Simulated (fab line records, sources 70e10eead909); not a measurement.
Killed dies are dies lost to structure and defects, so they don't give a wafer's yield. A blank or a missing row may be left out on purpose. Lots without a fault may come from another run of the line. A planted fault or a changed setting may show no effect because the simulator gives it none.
Chamber matching | flow nand_harc | NHARC_A_WL_FILL_ALD_19 on ald_metal-02: 4 sister chambers
The step deposits TiN, target thk 2 nm, pulse time 3 s, ald cycles 100. 8 wafers are shown with their chamber, then 8 later ones without.

WAFERS WITH THEIR CHAMBER
wafer  | chamber | heater_power_w (W) | precursor_pulse_height_rel
L081.2 | 3       | 1126               | 1.004
L084.2 | 2       | 1095               | 1.034
L084.4 | 3       | 1164               | 1.037
L084.6 | 1       | 1082               | 1.032
L088.1 | 2       | 1086               | 0.996
L088.4 | 1       | 1141               | 0.982
L088.5 | 0       | 966                | 0.985
L090.3 | 0       | 958                | 1.005

WAFERS WITHOUT THEIR CHAMBER
wafer  | heater_power_w (W) | precursor_pulse_height_rel
L090.4 | 1095               | 1.020
L090.5 | 1175               | 0.973
L093.3 | 1199               | 0.990
L093.4 | 947                | 0.984
L093.5 | 1114               | 0.995
L097.3 | 959                | 0.998
L097.4 | 1071               | 0.977
L097.6 | 1146               | 1.033

WHICH CHAMBER EACH WENT THROUGH
wafer  | from the rows above          | in truth
L090.4 | can't be placed: 2 or 1 or 3 | 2
L090.5 | can't be placed: 3 or 1 or 2 | 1
L093.3 | can't be placed: 3 or 1 or 2 | 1
L093.4 | 0                            | 0
L093.5 | can't be placed: 1 or 2 or 3 | 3
L097.3 | 0                            | 0
L097.4 | can't be placed: 2 or 1 or 3 | 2
L097.6 | can't be placed: 3 or 1 or 2 | 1
Placed correctly: 2 of 8. Can't be placed from these rows: 6 (the true chamber is among the candidates in 6). Placed wrongly: 0.
How it was worked out, from the rows above alone: a wafer's distance from a chamber is the root of the sum, over the readings, of the square of ((its reading less the chamber's mean) divided by the reading's scatter). The wafer belongs to the nearest chamber; if the next one is less than 2 further off, it can't be placed. A chamber's mean is the mean of its shown wafers. The scatter: the root of (the sum of the squares of (reading less its chamber's mean) over the shown wafers, divided by (wafers less chambers)).
